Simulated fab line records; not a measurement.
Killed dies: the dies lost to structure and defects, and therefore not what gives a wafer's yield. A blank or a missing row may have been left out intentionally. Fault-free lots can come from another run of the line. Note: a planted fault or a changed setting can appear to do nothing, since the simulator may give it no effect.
fab line records -- flow n5-finfet -- part 1 of 2: steps 1 to 4 of 6
[record] lots = 20, wafers = 60, last-day = 18
route steps=1938 shown FIN_SAQP@136 FIN_CUT@168 DUMMY_GATE@214 SD_EPI_N@279 SD_EPI_P@314
lots that met no fault: from a run of the same line without faults
start-h: start of the lot's first displayed wafer, in hours after the record's first day -- wait-h: hours elapsed since this lot's preceding step -- " repeats the value in the row above -- L1.1+2: a single row standing in for several wafers -- - either no value or no given start -- * or withheld: withheld -- < > ~ a bound
route shown NAME@n: NAME is a module with steps in the file, n the number in the route of the first one -- usual: mean/standard deviation taken from wafers without a fault -- same: alike in all rows -- chamber/n: place in a boat -- sites: readings site by site -- _std_site: how widely they spread, as a standard deviation -- _edge_site: the outer-site mean with the inner-site mean subtracted -- radius-mm: for every site, how far away it sits from the centre of the wafer -- mask NAME#n: copy n -- behind: the most recent tool/chamber to have shaped the wafer -- hold: why the lot was held/for how many hours/how that ended -- device: names the non-switching transistor (n, p or np) -- end of line: the route-end tests of the same wafers -- for a step that has no rows: nothing shown but its recipe -- killed: count of dies lost to structure and defects at first sort (not the wafer's yield) -- map: a wafer's dies, marking killed ones x, the rest . and places with no die _
set.NAME: the run value of the setting; set.NAME@STEP: its run value at that earlier step -- model.NAME: the simulator's own value behind a step, which no gauge read
the route's steps for a sample of lots (tables are steps, rows are wafers)
services: the hour from which a tool's chamber was out of use, counted from the record's first day as start-h (under 0 if before that day), plus the number of hours and why
[[steps]]
[step N5_FIN_SAQP_STRIP_70]
[recipe] chemistry = N2/H2, power-w = 500, temp-c = 40, pressure-mtorr = 50, rf-frequency-hz = 6e+07, overash-fraction = 0.3, bias-power-w = 28, h2-frac = 0.5, n2-flow-sccm = 300, h2-flow-sccm = 300
[usual] drypump-motor-current-A = 5.8/0.35, oes-product-au = 0.79/0.086, rf-vpp-V = 121.7/0.91, showerhead-plenum-p-Torr = 3.35/0.11, throttle-valve-pct = 18.92/0.27
lot.wafer,tool,chamber,start-h,wait-h,drypump-motor-current-A,oes-product-au,rf-hours-counter-h,rf-vpp-V,showerhead-plenum-p-Torr,throttle-valve-pct
L074.1,rie-diel-04,2,24.19,0.0,5.6,0.80,121,123.3,3.50,19.01
L074.2,rie-diel-04,3,24.19,0.0,5.7,0.69,252,120.1,3.16,19.12
L074.3,rie-diel-04,0,24.19,0.0,5.5,0.97,13,122.9,3.30,18.45
L075.1,rie-diel-01,2,30.05,0.0,6.2,0.74,154,121.4,3.36,18.95
L075.5,rie-diel-01,2,30.05,0.0,6.2,0.74,-,121.3,3.36,18.96
L075.6,rie-diel-01,1,30.05,0.0,5.9,0.72,-,120.9,3.35,18.64
L076.1,rie-diel-04,2,36.58,0.0,5.6,0.80,125,123.4,3.50,19.00
L076.3,rie-diel-04,3,36.58,0.0,5.6,0.68,256,120.6,3.16,19.16
L076.4,rie-diel-04,2,36.58,0.0,5.6,0.80,-,122.8,3.50,19.02
L077.1,rie-diel-04,2,42.38,0.0,5.6,0.79,127,122.0,3.50,19.02
L077.5,rie-diel-04,2,42.38,0.0,5.6,0.79,-,122.6,3.50,19.00
L077.6,rie-diel-04,0,42.38,0.0,5.5,0.94,-,121.2,3.29,18.46
L079.2,rie-diel-01,3,55.02,0.0,5.8,0.81,82,121.0,3.26,18.98
L079.3,rie-diel-01,0,55.02,0.0,6.1,0.86,55,120.7,3.27,18.82
L079.4,rie-diel-01,2,55.02,0.0,6.2,0.74,162,121.2,3.35,18.99
L080.1,rie-diel-04,1,61.99,0.0,6.2,0.93,8,123.6,3.58,19.05
L080.3,rie-diel-04,0,61.99,0.0,5.5,0.92,28,121.4,3.29,18.48
L080.5,rie-diel-04,1,61.99,0.0,6.3,0.93,-,122.0,3.58,19.05
L081.1,rie-diel-01,1,67.42,0.0,5.9,0.71,191,121.5,3.34,18.64
L081.4,rie-diel-01,2,67.42,0.0,6.2,0.75,-,122.2,3.35,18.98
L081.6,rie-diel-01,1,67.42,0.0,6.0,0.71,-,121.6,3.34,18.65
L082.1,rie-diel-04,1,72.24,0.0,6.2,0.92,13,121.8,3.58,19.07
L082.4,rie-diel-04,3,72.24,0.0,5.7,0.95,1,122.3,3.57,18.70
L082.5,rie-diel-04,1,72.24,0.0,6.2,0.93,-,122.8,3.58,19.07
L083.2,rie-diel-03,2,78.94,0.0,5.5,0.80,111,123.8,3.52,18.88
L083.5,rie-diel-03,0,78.94,0.0,5.1,0.68,-,121.4,3.32,19.14
L083.6,rie-diel-03,2,78.94,0.0,5.5,0.80,-,123.5,3.52,18.88
L084.1,rie-diel-04,2,85.10,0.0,5.6,0.78,146,122.4,3.49,19.05
L084.4,rie-diel-04,0,85.10,0.0,5.5,0.90,38,120.4,3.28,18.50
L084.5,rie-diel-04,0,85.10,0.0,5.5,0.91,-,121.1,3.28,18.51
L085.1,rie-diel-03,3,91.99,0.0,6.0,0.79,134,122.1,3.24,19.50
L085.4,rie-diel-03,3,91.99,0.0,6.0,0.79,-,119.8,3.24,19.49
L085.6,rie-diel-03,1,91.99,0.0,6.4,0.69,-,121.1,3.32,18.81
L086.1,rie-diel-03,2,98.86,0.0,5.5,0.79,116,121.9,3.52,18.90
L086.4,rie-diel-03,1,98.86,0.0,6.4,0.70,237,122.8,3.32,18.82
L086.5,rie-diel-03,1,98.86,0.0,6.4,0.70,-,120.8,3.32,18.83
L087.3,rie-diel-01,3,102.78,0.0,5.8,0.80,96,120.2,3.26,19.00
L087.4,rie-diel-01,0,102.78,0.0,6.1,0.85,73,121.0,3.26,18.87
L087.6,rie-diel-01,1,102.78,0.0,5.9,0.70,-,120.9,3.34,18.65
L088.1,rie-diel-01,2,108.27,0.0,6.2,0.72,182,122.1,3.34,18.99
L088.2,rie-diel-01,1,108.27,0.0,6.0,0.70,206,121.3,3.34,18.68
L088.6,rie-diel-01,2,108.27,0.0,6.2,0.72,-,122.6,3.34,19.01
L089.1,rie-diel-01,2,115.65,0.0,6.2,0.73,184,122.2,3.34,19.01
L089.2,rie-diel-01,0,115.65,0.0,6.0,0.84,77,122.4,3.26,18.88
L089.4,rie-diel-01,1,115.65,0.0,6.0,0.70,208,120.6,3.34,18.66
L090.1,rie-diel-01,1,121.19,0.0,6.0,0.70,210,122.1,3.33,18.67
L090.2,rie-diel-01,3,121.19,0.0,5.8,0.80,101,121.2,3.25,19.01
L090.3,rie-diel-01,0,121.19,0.0,6.1,0.84,79,120.8,3.26,18.86
L092.1,rie-diel-01,3,132.37,0.0,5.8,0.79,104,120.3,3.25,19.02
L092.2,rie-diel-01,0,132.37,0.0,6.1,0.84,83,121.5,3.26,18.88
L092.3,rie-diel-01,2,132.37,0.0,6.2,0.72,189,122.1,3.34,19.02
L094.1,rie-diel-03,2,144.36,0.0,5.5,0.77,132,121.4,3.51,18.92
L094.4,rie-diel-03,3,144.36,0.0,5.9,0.77,-,120.8,3.23,19.52
L094.6,rie-diel-03,0,144.36,0.0,5.1,0.67,-,121.1,3.31,19.17
L095.2,rie-diel-03,3,150.99,0.0,5.9,0.76,154,122.0,3.23,19.52
L095.3,rie-diel-03,0,150.99,0.0,5.1,0.68,255,121.8,3.31,19.18
L095.6,rie-diel-03,2,150.99,0.0,5.5,0.77,-,122.1,3.51,18.94
L096.1,rie-diel-01,1,157.04,0.0,6.0,0.69,222,120.0,3.33,18.71
L096.2,rie-diel-01,2,157.04,0.0,6.2,0.72,198,119.8,3.33,19.03
L096.5,rie-diel-01,3,157.04,0.0,5.7,0.78,-,120.1,3.25,19.04
[step N5_FIN_SAQP_ETCH_34]
[recipe] chemistry = C4F6/O2, target = SiO2, target-depth-a = 450, time-s = 15, ion-energy-ev = 250, pressure-mtorr = 30, source-w = 345, bias-w = 185, Ar_flow_sccm = 300, C4F6_flow_sccm = 10, O2_flow_sccm = 10, ends = cleared
[usual] drypump-motor-current-A = 5.8/0.37, etch-rf-on-time-s = 14.94/0.21, oes-product-au = 0.67/0.065, rf-vpp-V = 666/6.8, showerhead-plenum-p-Torr = 2.84/0.095, throttle-valve-pct = 21.08/0.25
lot.wafer,tool,chamber,start-h,wait-h,drypump-motor-current-A,etch-rf-on-time-s,oes-product-au,rf-hours-counter-h,rf-vpp-V,showerhead-plenum-p-Torr,throttle-valve-pct
L074.1,rie-diel-03,3,25.04,0.0,5.9,15.00,0.67,121,657,2.76,21.23
L074.2,rie-diel-03,0,25.04,0.0,5.1,15.17,0.59,213,676,2.81,21.19
L074.3,rie-diel-03,1,25.04,0.0,6.4,14.98,0.60,213,659,2.82,20.94
L075.1,rie-diel-01,0,30.91,0.0,6.0,14.91,0.75,48,668,2.76,20.60
L075.5,rie-diel-01,1,30.91,0.0,6.0,14.89,0.62,-,666,2.82,21.00
L075.6,rie-diel-01,0,30.91,0.0,6.0,14.85,0.76,-,670,2.77,20.61
L076.1,rie-diel-03,2,37.42,0.0,5.5,14.90,0.70,96,666,2.98,21.34
L076.3,rie-diel-03,3,37.42,0.0,6.0,14.89,0.68,123,657,2.75,21.24
L076.4,rie-diel-03,1,37.42,0.0,6.4,14.95,0.60,216,659,2.81,20.95
L077.1,rie-diel-03,2,43.31,0.0,5.5,14.82,0.70,98,667,2.98,21.34
L077.5,rie-diel-03,1,43.31,0.0,6.4,14.81,0.61,-,659,2.81,20.93
L077.6,rie-diel-03,0,43.31,0.0,5.1,15.10,0.59,-,677,2.81,21.21
L079.2,rie-diel-04,2,56.03,0.0,5.6,15.02,0.68,133,667,2.97,21.43
L079.3,rie-diel-04,0,56.03,0.0,5.4,14.54,0.79,25,658,2.79,20.66
L079.4,rie-diel-04,0,56.03,0.0,5.5,14.63,0.79,-,658,2.79,20.66
L080.1,rie-diel-04,2,63.14,0.0,5.6,14.94,0.67,138,665,2.96,21.43
L080.3,rie-diel-04,0,63.14,0.0,5.5,14.51,0.79,29,657,2.79,20.68
L080.5,rie-diel-04,2,63.14,0.0,5.6,15.03,0.67,-,667,2.96,21.43
L081.1,rie-diel-03,2,68.37,0.0,5.5,14.96,0.69,106,666,2.98,21.32
L081.4,rie-diel-03,0,68.37,0.0,5.1,15.20,0.59,-,677,2.80,21.22
L081.6,rie-diel-03,1,68.37,0.0,6.4,14.99,0.59,-,660,2.81,20.94
L082.1,rie-diel-03,0,73.08,0.0,5.1,15.44,0.58,227,676,2.80,21.21
L082.4,rie-diel-03,1,73.08,0.0,6.3,14.95,0.59,-,658,2.81,20.96
L082.5,rie-diel-03,2,73.08,0.0,5.5,15.03,0.68,-,667,2.98,21.35
L083.2,rie-diel-01,1,81.11,0.0,6.0,14.86,0.60,197,666,2.82,21.02
L083.5,rie-diel-01,1,81.11,0.0,5.9,14.87,0.60,-,665,2.82,21.03
L083.6,rie-diel-01,0,81.11,0.0,6.1,14.91,0.74,-,671,2.76,20.62
L084.1,rie-diel-01,0,86.15,0.0,6.0,14.96,0.74,67,670,2.76,20.61
L084.4,rie-diel-01,1,86.15,0.0,5.9,14.84,0.60,199,667,2.82,21.03
L084.5,rie-diel-01,3,86.15,0.0,5.7,14.58,0.70,-,662,2.76,21.19
L085.1,rie-diel-01,1,94.16,0.0,6.0,14.70,0.60,201,666,2.81,21.04
L085.4,rie-diel-01,0,94.16,0.0,6.1,14.81,0.73,70,669,2.76,20.64
L085.6,rie-diel-01,2,94.16,0.0,6.2,15.19,0.63,-,667,2.84,20.94
L086.1,rie-diel-03,2,99.74,0.0,5.5,14.93,0.67,116,666,2.97,21.35
L086.4,rie-diel-03,1,99.74,0.0,6.3,14.94,0.58,238,658,2.80,20.97
L086.5,rie-diel-03,1,99.74,0.0,6.4,14.83,0.59,-,658,2.81,20.95
L087.3,rie-diel-01,1,103.72,0.0,6.0,15.09,0.60,205,667,2.81,21.02
L087.4,rie-diel-01,0,103.72,0.0,6.1,15.03,0.73,73,670,2.75,20.63
L087.6,rie-diel-01,0,103.72,0.0,6.1,14.99,0.73,-,670,2.75,20.62
L088.1,rie-diel-01,1,111.01,0.0,5.9,15.08,0.60,207,667,2.81,21.03
L088.2,rie-diel-01,3,111.01,0.0,5.8,14.82,0.69,98,662,2.75,21.20
L088.6,rie-diel-01,1,111.01,0.0,5.9,15.15,0.59,-,667,2.81,21.02
L089.1,rie-diel-04,3,116.49,0.0,5.7,14.87,0.76,16,679,3.04,21.20
L089.2,rie-diel-04,1,116.49,0.0,6.2,15.05,0.75,28,678,3.03,21.10
L089.4,rie-diel-04,2,116.49,0.0,5.6,15.10,0.65,157,667,2.96,21.45
L090.1,rie-diel-03,2,122.41,0.0,5.5,14.93,0.67,124,665,2.97,21.37
L090.2,rie-diel-03,3,122.41,0.0,5.9,14.95,0.66,144,657,2.75,21.27
L090.3,rie-diel-03,1,122.41,0.0,6.3,14.87,0.58,245,659,2.80,20.98
L092.1,rie-diel-01,3,133.22,0.0,5.8,14.61,0.68,105,661,2.75,21.21
L092.2,rie-diel-01,0,133.22,0.0,6.1,14.93,0.72,83,670,2.75,20.66
L092.3,rie-diel-01,2,133.22,0.0,6.2,15.26,0.61,189,665,2.84,20.97
L094.1,rie-diel-01,0,145.30,0.0,6.1,14.94,0.71,86,669,2.75,20.66
L094.4,rie-diel-01,2,145.30,0.0,6.2,15.38,0.61,193,666,2.83,20.97
L094.6,rie-diel-01,1,145.30,0.0,5.9,15.01,0.59,-,667,2.81,21.05
L095.2,rie-diel-03,2,151.86,0.0,5.5,14.92,0.67,135,666,2.96,21.40
L095.3,rie-diel-03,3,151.86,0.0,6.0,14.88,0.66,154,657,2.74,21.27
L095.6,rie-diel-03,3,151.86,0.0,5.9,14.99,0.65,-,656,2.74,21.27
L096.1,rie-diel-04,0,158.22,0.0,5.5,14.60,0.74,64,655,2.78,20.71
L096.2,rie-diel-04,3,158.22,0.0,5.7,15.04,0.74,31,679,3.03,21.22
L096.5,rie-diel-04,3,158.22,0.0,5.6,14.96,0.74,-,678,3.03,21.22
[step N5_FIN_CUT_ETCH_20]
[recipe] chemistry = CF4, target = SiARC, target-depth-a = 260, mask-material = CAR-EUV, time-s = 43.3, ion-energy-ev = 80, pressure-mtorr = 40, source-w = 545, bias-w = 36, Ar_flow_sccm = 100, cf4-flow-sccm = 100, ends = cleared
[usual] drypump-motor-current-A = 5.7/0.35, etch-rf-on-time-s = 43.3/0.7, oes-product-au = 0.66/0.057, rf-vpp-V = 184.0/1.3, showerhead-plenum-p-Torr = 2.14/0.082, throttle-valve-pct = 15.68/0.19
lot.wafer,tool,chamber,start-h,wait-h,drypump-motor-current-A,etch-rf-on-time-s,oes-product-au,rf-hours-counter-h,rf-vpp-V,showerhead-plenum-p-Torr,throttle-valve-pct
L074.1,rie-diel-06,3,25.98,0.0,5.3,44.9,0.60,222,182.7,2.04,15.62
L074.2,rie-diel-06,0,25.98,0.0,5.8,43.9,0.73,62,185.9,2.26,15.55
L074.3,rie-diel-06,2,25.98,0.0,5.9,44.0,0.65,121,181.8,2.07,15.88
L075.1,rie-diel-05,2,32.09,0.0,6.0,43.2,0.64,159,184.5,2.22,15.38
L075.5,rie-diel-05,2,32.09,0.0,6.0,43.2,0.64,-,184.9,2.22,15.38
L075.6,rie-diel-05,1,32.09,0.0,5.2,44.4,0.60,-,183.1,2.11,15.93
L076.1,rie-diel-05,1,38.37,0.0,5.2,44.2,0.60,238,183.0,2.11,15.93
L076.3,rie-diel-05,3,38.37,0.0,5.5,43.6,0.59,228,185.0,2.12,15.78
L076.4,rie-diel-05,0,38.37,0.0,6.1,42.5,0.66,124,183.2,2.16,15.57
L077.1,rie-diel-02,0,44.39,0.0,5.4,43.6,0.63,196,183.9,2.21,15.60
L077.5,rie-diel-02,2,44.39,0.0,5.5,42.4,0.71,-,185.0,2.08,15.40
L077.6,rie-diel-02,3,44.39,0.0,5.4,43.9,0.68,-,184.4,2.15,15.68
L079.2,rie-diel-06,2,56.98,0.0,5.9,43.1,0.65,128,184.1,2.07,15.87
L079.3,rie-diel-06,0,56.98,0.0,5.8,43.0,0.73,70,186.3,2.26,15.57
L079.4,rie-diel-06,3,56.98,0.0,5.3,43.9,0.60,229,183.2,2.04,15.63
L080.1,rie-diel-05,1,64.22,0.0,5.2,44.3,0.59,246,183.2,2.11,15.95
L080.3,rie-diel-05,2,64.22,0.0,6.0,43.3,0.63,168,185.4,2.22,15.41
L080.5,rie-diel-05,2,64.22,0.0,6.0,43.8,0.63,-,183.9,2.22,15.42
L081.1,rie-diel-05,1,69.33,0.0,5.2,44.1,0.59,248,183.4,2.11,15.96
L081.4,rie-diel-05,2,69.33,0.0,6.0,43.0,0.63,-,185.0,2.22,15.41
L081.6,rie-diel-05,1,69.33,0.0,5.2,44.0,0.59,-,183.8,2.11,15.96
L082.1,rie-diel-02,2,74.29,0.0,5.5,42.7,0.70,78,184.0,2.08,15.42
L082.4,rie-diel-02,1,74.29,0.0,6.3,42.3,0.71,66,185.4,2.26,15.86
L082.5,rie-diel-02,0,74.29,0.0,5.4,43.1,0.62,-,185.4,2.21,15.62
L083.2,rie-diel-06,1,82.18,0.0,5.9,42.7,0.68,106,180.1,2.00,15.95
L083.5,rie-diel-06,1,82.18,0.0,5.9,42.5,0.68,-,181.1,2.00,15.97
L083.6,rie-diel-06,0,82.18,0.0,5.7,43.6,0.72,-,183.6,2.25,15.59
L084.1,rie-diel-02,1,87.42,0.0,6.3,42.5,0.71,71,186.3,2.26,15.85
L084.4,rie-diel-02,0,87.42,0.0,5.4,43.5,0.62,209,184.5,2.20,15.63
L084.5,rie-diel-02,1,87.42,0.0,6.4,42.5,0.71,-,185.7,2.26,15.86
L085.1,rie-diel-02,2,95.11,0.0,5.5,42.9,0.69,84,183.4,2.08,15.44
L085.4,rie-diel-02,0,95.11,0.0,5.4,43.6,0.62,211,184.7,2.20,15.64
L085.6,rie-diel-02,2,95.11,0.0,5.5,42.7,0.70,-,184.8,2.08,15.45
L086.1,rie-diel-02,3,100.99,0.0,5.5,44.1,0.66,135,183.4,2.14,15.68
L086.4,rie-diel-02,0,100.99,0.0,5.4,43.4,0.61,213,183.3,2.20,15.63
L086.5,rie-diel-02,2,100.99,0.0,5.5,43.0,0.69,-,183.2,2.08,15.44
L087.3,rie-diel-06,2,104.79,0.0,5.9,44.0,0.63,141,183.6,2.06,15.90
L087.4,rie-diel-06,1,104.79,0.0,6.0,43.3,0.67,112,182.4,2.00,15.98
L087.6,rie-diel-06,1,104.79,0.0,6.0,42.8,0.68,-,182.2,2.00,15.97
L088.1,rie-diel-02,2,112.37,0.0,5.5,43.6,0.68,89,183.8,2.07,15.43
L088.2,rie-diel-02,3,112.37,0.0,5.5,44.6,0.65,138,185.9,2.14,15.71
L088.6,rie-diel-02,1,112.37,0.0,6.3,43.1,0.69,-,186.1,2.26,15.87
L089.1,rie-diel-06,0,117.45,0.0,5.7,43.5,0.72,88,184.2,2.25,15.62
L089.2,rie-diel-06,2,117.45,0.0,5.9,43.5,0.64,145,182.8,2.06,15.91
L089.4,rie-diel-06,3,117.45,0.0,5.3,44.8,0.59,245,182.1,2.03,15.66
L090.1,rie-diel-05,0,123.49,0.0,6.2,43.0,0.64,148,184.2,2.15,15.60
L090.2,rie-diel-05,1,123.49,0.0,5.2,42.3,0.79,10,181.9,2.11,15.49
L090.3,rie-diel-05,2,123.49,0.0,6.1,43.3,0.62,190,185.0,2.21,15.44
L092.1,rie-diel-06,0,134.17,0.0,5.7,44.1,0.70,92,185.8,2.25,15.61
L092.2,rie-diel-06,1,134.17,0.0,5.9,42.9,0.67,120,181.6,2.00,16.00
L092.3,rie-diel-06,2,134.17,0.0,5.9,44.1,0.63,149,183.7,2.06,15.90
L094.1,rie-diel-05,2,146.25,0.0,6.0,43.4,0.62,195,182.9,2.21,15.46
L094.4,rie-diel-05,1,146.25,0.0,5.2,42.4,0.78,15,184.0,2.10,15.48
L094.6,rie-diel-05,2,146.25,0.0,6.0,43.6,0.62,-,185.0,2.21,15.45
L095.2,rie-diel-02,3,153.13,0.0,5.5,43.8,0.65,149,186.4,2.14,15.72
L095.3,rie-diel-02,2,153.13,0.0,5.5,42.8,0.67,101,183.2,2.07,15.46
L095.6,rie-diel-02,0,153.13,0.0,5.4,43.3,0.61,-,184.0,2.20,15.67
L096.1,rie-diel-02,1,159.17,0.0,6.4,42.8,0.69,94,185.9,2.25,15.92
L096.2,rie-diel-02,2,159.17,0.0,5.5,43.5,0.68,103,185.0,2.07,15.47
L096.5,rie-diel-02,2,159.17,0.0,5.5,43.3,0.67,-,184.1,2.07,15.47
[step N5_DUMMY_GATE_ALD_02]
[recipe] material = SiO2, target-thk-a = 20, temp-c = 300, ald-precursor-family = BDEAS, ald-co-reactant = O2-plasma, pulse-time-s = 1, pressure-torr = 2
[usual] heater-power-w = 492/57, precursor-pulse-height-rel = 1.000/0.02, susceptor-temp-C = 300.01/0.19
lot.wafer,tool,chamber,start-h,wait-h,heater-power-w,precursor-pulse-height-rel,susceptor-temp-C
L074.1,ald-sin-03,2,35.72,0.0,502,1.004,299.75
L074.2,ald-sin-03,3,35.72,0.0,474,0.960,299.72
L074.3,ald-sin-03,1,35.72,0.0,426,0.984,299.75
L075.1,ald-sin-01,3,41.99,0.0,526,1.011,300.32
L075.5,ald-sin-01,3,41.99,0.0,526,1.027,299.98
L075.6,ald-sin-01,0,41.99,0.0,465,0.976,299.86
L076.1,ald-sin-03,3,49.72,0.4,461,1.009,299.71
L076.3,ald-sin-03,2,49.72,0.4,508,0.970,300.14
L076.4,ald-sin-03,0,49.72,0.4,508,1.003,300.20
L077.1,ald-sin-04,0,54.39,0.0,462,1.015,299.98
L077.5,ald-sin-04,2,54.39,0.0,563,1.003,300.14
L077.6,ald-sin-04,3,54.39,0.0,547,0.997,300.08
L079.2,ald-sin-01,1,66.99,0.0,556,0.987,299.99
L079.3,ald-sin-01,2,66.99,0.0,591,1.007,300.00
L079.4,ald-sin-01,3,66.99,0.0,503,1.004,300.16
L080.1,ald-sin-03,0,73.90,0.0,495,0.993,299.83
L080.3,ald-sin-03,3,73.90,0.0,472,1.018,300.02
L080.5,ald-sin-03,0,73.90,0.0,507,1.005,300.11
L081.1,ald-sin-04,1,79.23,0.1,390,0.981,299.95
L081.4,ald-sin-04,3,79.23,0.1,535,1.019,300.19
L081.6,ald-sin-04,0,79.23,0.1,447,1.013,299.98
L082.1,ald-sin-03,2,84.57,0.5,502,0.980,299.80
L082.4,ald-sin-03,1,84.57,0.5,436,1.010,300.28
L082.5,ald-sin-03,0,84.57,0.5,506,1.010,300.04
L083.2,ald-sin-04,2,93.05,0.5,553,1.002,300.45
L083.5,ald-sin-04,0,93.05,0.5,455,1.043,299.74
L083.6,ald-sin-04,1,93.05,0.5,400,1.032,299.92
L084.1,ald-sin-04,2,97.96,0.7,565,1.026,300.19
L084.4,ald-sin-04,3,97.96,0.7,538,1.000,299.74
L084.5,ald-sin-04,3,97.96,0.7,543,1.046,300.03
L085.1,ald-sin-03,1,107.32,0.6,439,1.043,299.98
L085.4,ald-sin-03,2,107.32,0.6,502,1.006,300.01
L085.6,ald-sin-03,0,107.32,0.6,500,0.982,300.22
L086.1,ald-sin-01,0,110.96,0.0,412,1.004,299.88
L086.4,ald-sin-01,2,110.96,0.0,575,0.999,300.01
L086.5,ald-sin-01,0,110.96,0.0,408,1.001,299.95
L087.3,ald-sin-01,3,116.03,0.0,510,0.994,299.92
L087.4,ald-sin-01,1,116.03,0.0,554,1.020,300.04
L087.6,ald-sin-01,1,116.03,0.0,575,1.013,300.46
L088.1,ald-sin-04,1,122.82,0.0,403,1.024,299.91
L088.2,ald-sin-04,2,122.82,0.0,554,1.000,300.18
L088.6,ald-sin-04,3,122.82,0.0,538,0.976,299.89
L089.1,ald-sin-01,0,127.44,0.0,406,0.985,299.96
L089.2,ald-sin-01,1,127.44,0.0,560,0.948,299.84
L089.4,ald-sin-01,3,127.44,0.0,487,0.992,299.90
L090.1,ald-sin-04,2,133.33,0.1,563,1.003,299.88
L090.2,ald-sin-04,1,133.33,0.1,412,1.009,300.04
L090.3,ald-sin-04,3,133.33,0.1,542,0.986,300.07
L092.1,ald-sin-01,2,143.87,0.0,582,0.988,299.94
L092.2,ald-sin-01,1,143.87,0.0,545,0.992,300.13
L092.3,ald-sin-01,3,143.87,0.0,517,1.000,300.18
L094.1,ald-sin-04,3,156.51,0.0,537,0.994,300.02
L094.4,ald-sin-04,0,156.51,0.0,458,1.009,300.12
L094.6,ald-sin-04,1,156.51,0.0,399,0.992,299.83
L095.2,ald-sin-03,3,163.99,0.0,469,0.998,299.85
L095.3,ald-sin-03,0,163.99,0.0,496,1.008,299.94
L095.6,ald-sin-03,1,163.99,0.0,440,0.994,299.90
L096.1,ald-sin-01,1,169.00,0.0,568,0.984,300.09
L096.2,ald-sin-01,3,169.00,0.0,501,1.031,300.41
L096.5,ald-sin-01,3,169.00,0.0,514,1.003,300.32
